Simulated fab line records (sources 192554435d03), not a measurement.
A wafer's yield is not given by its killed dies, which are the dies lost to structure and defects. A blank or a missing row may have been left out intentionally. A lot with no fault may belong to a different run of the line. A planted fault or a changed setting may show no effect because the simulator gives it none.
Comparing a struck lot with a sound one | flow n5 finfet | 15 steps out of a route of 1938
Sound: wafers L419.1, L419.3, L419.6. Struck: wafer L410.3. (L410.2, L410.5 of the same lot were not struck and are left out.) The cause comes at the end.
Each step with rows lists, per side, the tool, then ch with its chambers, then its first start. Under that, the readings that differ: sound wafers | struck wafers | difference of the means | sigmas: that difference in standard deviations of wafers without a fault.
alike: a reading whose means differ by less than 2 such deviations, as well as words and numbers matching on both sides. not compared: withheld readings; readings where some wafer has no value; bounds like >300 that might hide an equal value; numbers whose values overlap and for which the record gives no deviation.
The two part at a step that has a row with sigmas, a row that says differs or no value, or rows on one side only. Non-overlapping numbers with no deviation appear without sigmas and do not part them. A reading that every wafer of one side lacks parts them only if that side has two wafers or more.

N5_BEOL_M0_SPUTTER_132: material Cu, target thk 4 nm, time 7.37 s.
  struck on pvd sputter-01, day 8 08:06; sound on pvd sputter-02, day 10 17:21
  reading                 | sound             | struck | difference | sigmas
  chuck sensor temp C (C) | -15.5 -15.6 -15.7 | -16.8  | -1.2       | -2
  alike: chuck gas flow sccm, susceptor temp C, throttle valve pct
then, 3 steps without rows for these wafers: N5_BEOL_M0_ANNEAL_133 (time 60 s); N5_BEOL_M0_SPUTTER_134 (material Cu, target thk 4 nm, time 7.37 s); N5_BEOL_M0_ANNEAL_135 (time 60 s).
N5_BEOL_M0_SPUTTER_141: material Cu, target thk 4 nm, time 7.37 s.
  struck on pvd sputter-01, day 8 08:20; sound on pvd sputter-02, day 10 17:35
  reading                    | sound             | struck | difference | sigmas
  chuck gas flow sccm (sccm) | 1.22 1.24 1.21    | 1.36   | +0.14      | +2
  chuck sensor temp C (C)    | -15.6 -15.6 -15.8 | -16.9  | -1.2       | -2
  alike: susceptor temp C, throttle valve pct
then, 1 step without rows for these wafers: N5_BEOL_M0_ECD_118 (material Cu, target thk 300 nm).
N5_BEOL_M0_ANNEAL_119: time 90 s.
  sound on rtp anneal-01 ch 0, day 10 17:47; struck on rtp anneal-02 ch 0, day 8 08:35
  alike: wafer_temp_C_max
N5_BEOL_M0_CMP_120: polishes, stops on SiOC, t overpolish 6.9 s.
  sound on cmp-02 ch 1,2,3, day 10 18:10; struck on cmp-03 ch 3, day 8 08:50
  alike: barrier field endpoint s, motor current A, overpolish run s, retaining ring pressure frac, time to endpoint s
N5_BEOL_M0_PRE_CLEAN_131: time 15 s.
  sound on cvd co-01 ch 0,1,2, day 10 18:28; struck on cvd co-01 ch 1, day 8 09:10
  alike: heater power w
  not compared: susceptor temp C
then, 2 steps without rows for these wafers: N5_BEOL_M0_CO_CAP_123 (material Co, precursor CCTBA/H2, target thk 2 nm, time 102.1 s); N5_BEOL_M0_PRE_CLEAN_124 (time 15 s).
N5_BEOL_M0_DEP_125: deposits SiCN from 3MS/NH3, target thk 8 nm, time 14 s.
  sound on pecvd-01 ch 0,2, day 10 18:37; struck on pecvd-04 ch 2, day 8 09:19
  reading                                   | sound             | struck | difference | sigmas
  showerhead plenum p Torr (Torr)           | 3.688 3.663 3.675 | 3.645  | -0.030     | -3
  model.SiCN_of_BEOL_M0_DEP_125.thk nm (nm) | 7.8 7.8 7.8       | 9.6    | +1.8       |
  alike: throttle valve pct
N5_BEOL_M0_RS_MEAS_126: a four-point-probe measurement.
  struck on film metro-01, day 8 09:23; sound on film metro-02, day 10 18:41
  alike: M0_RS
-- record jumps: 3 days separate the struck wafers' starts on either side; left off in module BEOL_M0, taken up again in module BEOL_M4, whose first shown step is the route's number 1111 --
N5_BEOL_M4_RC_MEAS_101:
  sound on prober-01 ch 0, day 13 16:47; struck on prober-01 ch 0, day 11 05:23
  reading        | sound             | struck | difference | sigmas
  IOFF_N (nA/um) | 0.226 0.212 0.187 | 0.156  | -0.052     | -2
  alike: DIBL_N, DIBL_P, IOFF_P, ION_N, ION_P, SS_N, SS_P, VT_N, VT_P
after that, 1 step had no rows for these wafers: N5_PASSIVATION_PROBE_49.

== WHERE THEY PART ==
At N5_BEOL_M0_SPUTTER_132 first; at N5_BEOL_M4_RC_MEAS_101 last (within this record only).

WHY: whatever the simulator had introduced
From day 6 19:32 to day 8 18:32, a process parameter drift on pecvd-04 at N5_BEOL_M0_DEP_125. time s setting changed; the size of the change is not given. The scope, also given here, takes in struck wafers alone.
